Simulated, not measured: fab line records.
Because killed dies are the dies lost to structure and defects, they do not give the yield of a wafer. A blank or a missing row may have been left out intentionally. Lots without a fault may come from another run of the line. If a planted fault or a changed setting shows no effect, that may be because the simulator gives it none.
Matching of chambers | flow nand harc | NHARC_P_BONDPAD_DEP_00 on pecvd-02 has 3 sister chambers
The step deposits SiCN, target thk 250 nm. 16 wafers are shown with their chamber, then 8 later ones without.

## WAFERS PAIRED WITH THEIR CHAMBERS
wafer  | chamber | heater power w (W)
L074.2 | 0       | 517
L074.5 | 2       | 599
L074.6 | 0       | 526
L075.1 | 2       | 543
L075.4 | 0       | 545
L075.5 | 1       | 538
L078.4 | 2       | 593
L078.5 | 0       | 532
L078.6 | 1       | 543
L079.1 | 1       | 586
L079.3 | 2       | 564
L079.5 | 2       | 563
L081.2 | 0       | 499
L081.3 | 2       | 520
L081.5 | 1       | 530
L088.1 | 1       | 544

SIGNATURES (means of the wafers above)
reading        | chamber 0 | chamber 1 | chamber 2 | scatter within a chamber
heater power w | 523.80    | 548.20    | 563.67    | 24.1
Rule: distance of a wafer from a chamber = root of the sum over the readings of ((wafer's reading minus chamber's mean) / reading's scatter) squared. If the next closest chamber is less than 2 further off than the closest, the wafer can't be placed; otherwise it belongs to the closest. The scatter: take each reading less its chamber's mean, square it, sum over the shown wafers, divide by the number of wafers less the number of chambers, and take the root.

## WAFERS MISSING THEIR CHAMBER
wafer  | heater power w (W)
L088.2 | 470
L088.3 | 528
L091.1 | 636
L091.3 | 475
L091.5 | 539
L094.2 | 503
L094.4 | 490
L094.6 | 537

## CHAMBER TAKEN BY EACH
wafer  | from the rows above          | in truth
L088.2 | can't be placed: 0 or 1 or 2 | 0
L088.3 | can't be placed: 0 or 1 or 2 | 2
L091.1 | can't be placed: 2 or 1 or 0 | 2
L091.3 | can't be placed: 0 or 1 or 2 | 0
L091.5 | can't be placed: 1 or 0 or 2 | 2
L094.2 | can't be placed: 0 or 1 or 2 | 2
L094.4 | can't be placed: 0 or 1 or 2 | 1
L094.6 | can't be placed: 1 or 0 or 2 | 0
0 of 8 placed correctly. Can't be placed from these rows: 8 (the true chamber is among the candidates in 8). Number placed wrongly: 0.
